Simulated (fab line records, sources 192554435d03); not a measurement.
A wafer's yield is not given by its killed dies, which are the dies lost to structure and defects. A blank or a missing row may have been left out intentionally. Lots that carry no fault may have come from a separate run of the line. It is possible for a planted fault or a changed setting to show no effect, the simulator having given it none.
The tool behind it: which one? -- flow n5Finfet -- Sampling: 12 lots, 36 wafers, 5 of 1938 route steps

== WHAT THE GAUGES SHOWED, per wafer ==
N5_HKMG_FIN_THK_MEAS_70: measures by xrf.
lot,measured,on,HK_THK (nm)
L075,day 4 10:29,filmMetro-02,1.684 1.616 1.634
L077,day 5 00:47,filmMetro-02,1.587 1.590 1.580
L079,day 5 10:54,filmMetro-02,1.590 1.586 1.595
L081,day 5 22:58,filmMetro-02,1.644 1.625 1.658
L083,day 6 09:13,filmMetro-02,1.630 1.618 1.595
L085,day 7 01:13,filmMetro-01,1.605 1.613 1.612
L087,day 7 12:04,filmMetro-02,1.623 1.583 1.595
L089,day 7 23:01,filmMetro-02,1.637 1.620 1.599
L091,day 8 07:13,filmMetro-01,1.603 1.611 1.627
L093,day 8 19:35,filmMetro-02,1.647 1.611 1.608
L095,day 9 12:13,filmMetro-02,1.606 1.625 1.627
L097,day 10 02:07,filmMetro-02,1.589 1.594 1.647

== WHAT TOOL EACH LOT RAN ON (gives the tool, then ch and the chambers of the sampled wafers, and finally the start) ==
lot,N5_HKMG_FIN_ALD_74,N5_HKMG_FIN_DESCUM_53,N5_HKMG_FIN_ETCH_54,N5_HKMG_FIN_ETCH_58
L075,"aldHk-03 ch 2,3, day 4 07:20","rieDiel-03 ch 0,1,3, day 4 07:58","rieDiel-03 ch 0,1,3, day 4 08:00","rieDiel-03 ch 0,1,3, day 4 08:16"
L077,"aldHk-02 ch 0,2,3, day 4 21:51","rieDiel-04 ch 0,2, day 4 22:22","rieDiel-04 ch 0,2, day 4 22:23","rieDiel-04 ch 0,2, day 4 22:40"
L079,"aldHk-03 ch 0,2,3, day 5 07:47","rieDiel-03 ch 0,2, day 5 08:26","rieDiel-03 ch 0,2, day 5 08:28","rieDiel-03 ch 0,2, day 5 08:44"
L081,"aldHk-02 ch 0,3, day 5 19:27","rieDiel-03 ch 0,2, day 5 20:06","rieDiel-03 ch 0,2, day 5 20:10","rieDiel-03 ch 0,2, day 5 20:44"
L083,"aldHk-01 ch 1,2, day 6 06:09","rieDiel-04 ch 1,2, day 6 06:47","rieDiel-04 ch 1,2, day 6 06:49","rieDiel-04 ch 1,2, day 6 07:05"
L085,"aldHk-02 ch 0,2,3, day 6 22:04","rieDiel-02 ch 1,2,3, day 6 22:41","rieDiel-02 ch 1,2,3, day 6 22:44","rieDiel-02 ch 1,2,3, day 6 22:59"
L087,"aldHk-02 ch 1,2,3, day 7 09:01","rieDiel-04 ch 1,2,3, day 7 09:39","rieDiel-04 ch 1,2,3, day 7 09:41","rieDiel-04 ch 1,2,3, day 7 09:57"
L089,"aldHk-01 ch 0,2,3, day 7 19:31","rieDiel-04 ch 1,3, day 7 20:08","rieDiel-04 ch 1,3, day 7 20:11","rieDiel-04 ch 1,3, day 7 20:35"
L091,"aldHk-03 ch 0,2,3, day 8 04:08","rieDiel-04 ch 1,2,3, day 8 04:46","rieDiel-04 ch 1,2,3, day 8 04:49","rieDiel-04 ch 1,2,3, day 8 05:04"
L093,"aldHk-02 ch 1,2,3, day 8 16:37","rieDiel-02 ch 0,2,3, day 8 17:10","rieDiel-02 ch 0,2,3, day 8 17:12","rieDiel-02 ch 0,2,3, day 8 17:28"
L095,"aldHk-01 ch 0,3, day 9 08:39","rieDiel-03 ch 1, day 9 09:24","rieDiel-03 ch 1, day 9 09:27","rieDiel-03 ch 1, day 9 09:51"
L097,"aldHk-02 ch 0,1,3, day 9 23:13","rieDiel-04 ch 1,2,3, day 9 23:43","rieDiel-04 ch 1,2,3, day 9 23:45","rieDiel-04 ch 1,2,3, day 10 00:01"
- N5_HKMG_FIN_ALD_74: deposits La2O3, target thk 0.5 nm, pulse time 6 s, co reactant pulse time 1 s.
- N5_HKMG_FIN_DESCUM_53: chemistry O2, time 7.9 s.
- N5_HKMG_FIN_ETCH_54: etches SiARC in CF4, target depth 45.5 nm, time 75.8 s.
- N5_HKMG_FIN_ETCH_58: etches SOC in N2/H2, target depth 215.8 nm, time 741 s.

== THE ANSWER, worked out from the rows above alone ==
Rule: the lots themselves supply what counts as usual. The widest of any qualifying gaps counts: lots, ordered by their means at a reading, are off when they make up no more than a third of the lots, leave a main group of 4 or more, and stand apart from it by 3 or more times the standard deviation of that group's means. If all means in a main group match to the digits the tables above print for the reading, that group is not used. Also off: a lot with no number at a reading for which 4 or more lots have one. The other lots that the step has rows for count as sound.
No lot is off on any of the readings shown, so nothing can be concluded from this.

== WHAT WAS PUT IN BY THE SIMULATOR ==
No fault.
